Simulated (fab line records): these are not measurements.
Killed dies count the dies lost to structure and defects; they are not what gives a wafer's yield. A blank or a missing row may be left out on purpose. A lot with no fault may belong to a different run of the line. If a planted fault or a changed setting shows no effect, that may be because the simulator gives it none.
A struck lot beside a sound one || flow nand harc || 37 out of 1159 route steps
Sound: wafers L599.1, L599.2, L599.4. Wafers struck: L616.1, L616.5, L616.6. The cause is named last.
Order at every step that has rows: each side's tool, ch and its chambers, its first start. Under that, the readings that differ: sound wafers || struck wafers || difference of the means || sigmas: that difference in standard deviations of wafers without a fault.
alike: same words and numbers on both sides, and readings whose means sit less than 2 such deviations apart. not compared: any withheld reading, any reading some wafer has no value for, any bound like >300 that may hide the same value, and any number with overlapping values for which the record gives no deviation.
Wherever a step has rows on one side only, a row that says differs or no value, or a row with sigmas, the two part there. Numbers that don't overlap but have no deviation are shown without sigmas and don't part them. A reading that every wafer of one side lacks parts them only if that side has two wafers or more.

first, 4 steps without rows for these wafers: NHARC_A_STAIRCASE_STRIP_316 (strips in O2); NHARC_A_STAIRCASE_STRIP_317 (strips in SPM, time 900 s); NHARC_A_STAIRCASE_PRECLEAN_318 (cleans in SC1); NHARC_A_STAIRCASE_SRD_329.
NHARC_A_STAIRCASE_ALD_415: deposits SiO2, target thk 30 nm, pulse time 6 s, ald cycles 300.
  sound on ald hk-03 ch 0,1,3, day 12 17:27; struck on ald hk-02 ch 1,2, day 17 19:30
  alike: heater power w, precursor pulse height rel
then, 6 steps without rows for these wafers: NHARC_A_STAIRCASE_ETCHBACK_416 (etches the open film in C4F8/O2/Ar, target depth 36 nm, time 7.2 s); NHARC_A_STAIRCASE_STRIP_476 (strips in O2, time 20 s); NHARC_A_STAIRCASE_DEP_417 (deposits Si3N4, target thk 60 nm); NHARC_A_STAIRCASE_WET_418 (chemistry H3PO4, target depth 20 nm); NHARC_A_STAIRCASE_PRECLEAN_419 (cleans in SC1); NHARC_A_STAIRCASE_SRD_421.
NHARC_A_STAIRCASE_ALD_420: deposits SiO2, target thk 20 nm, pulse time 6 s, ald cycles 200.
  sound on ald hk-01 ch 0,2,3, day 12 23:40; struck on ald hk-02 ch 1,2,3, day 18 01:49
  alike: heater power w, precursor pulse height rel
then, 1 step without rows for these wafers: NHARC_A_STAIRCASE_CVD_552 (deposits SiNx, target thk 40 nm).
NHARC_A_STAIRCASE_DEP_151: deposits SiO2, target thk 3800 nm.
  sound on pecvd-04 ch 0,1,2, day 13 07:48; struck on pecvd-04 ch 1,2, day 18 09:35
  alike: heater power w
then, 3 steps without rows for these wafers: NHARC_A_STAIRCASE_ANNEAL_320 (time 1800 s); NHARC_A_STAIRCASE_DEP_322 (deposits SiO2, target thk 3800 nm); NHARC_A_STAIRCASE_ANNEAL_323 (time 1800 s).
NHARC_A_STAIRCASE_DEP_325: deposits SiO2, target thk 3800 nm.
  sound on pecvd-03 ch 0,1, day 14 01:22; struck on pecvd-04 ch 0,1,2, day 19 01:50
  alike: heater power w
then, 11 steps without rows for these wafers: NHARC_A_STAIRCASE_ANNEAL_326 (time 1800 s); NHARC_A_STAIRCASE_DEHYDRATE_433 (time 120 s); NHARC_A_STAIRCASE_HMDS_434 (time 30 s); NHARC_A_STAIRCASE_COAT_435; NHARC_A_STAIRCASE_SOFTBAKE_436 (time 170 s); NHARC_A_STAIRCASE_EBR_437; NHARC_A_STAIRCASE_EXPOSE_438 (exposes mask STAIR REV); NHARC_A_STAIRCASE_PEB_439 (peb time 130 s); NHARC_A_STAIRCASE_DEVELOP_440 (time 140 s); NHARC_A_STAIRCASE_HARDBAKE_442 (time 140 s); NHARC_A_STAIRCASE_DESCUM_443 (chemistry O2, time 3 s).
NHARC_A_STAIRCASE_ETCH_444: etches the open film in C4F8/O2, target depth 10200 nm, time 3400 s.
  sound on rie diel-12 ch 0,1,2, day 14 09:06; struck on rie diel-11 ch 0,1,2, day 19 12:40
  alike: bias w, oes product au, rf vpp V
  not compared: rf hours counter h
NHARC_A_STAIRCASE_STRIP_446: strips in O2.
  sound on plasma asher-01 ch 0,1, day 14 11:22; struck on plasma asher-02 ch 0,1, day 19 14:13
  alike: drypump motor current A, heater power w
  not compared: rf hours counter h
then, 5 steps without rows for these wafers: NHARC_A_STAIRCASE_STRIP_447 (strips in SPM, time 900 s); NHARC_A_STAIRCASE_PRECLEAN_448 (cleans in SC1); NHARC_A_STAIRCASE_SRD_449; NHARC_A_STAIRCASE_CMP_450 (polishes SiO2, target thk 200 nm); NHARC_A_STAIRCASE_CMP_152 (polishes).
-- the record jumps here: 5 days lie between the struck wafers' starts before and after (it left off in module A_STAIRCASE and takes up again in module END, whose first step shown is number 1159 of the route) --
NHARC_END_SORT_01:
  the record has rows for the struck wafers here (prober-01 ch 0, day 24 19:33) and none for the sound ones

WHERE THEY PART
NHARC_END_SORT_01 only, going by this record.

WHY: the cause the simulator had injected
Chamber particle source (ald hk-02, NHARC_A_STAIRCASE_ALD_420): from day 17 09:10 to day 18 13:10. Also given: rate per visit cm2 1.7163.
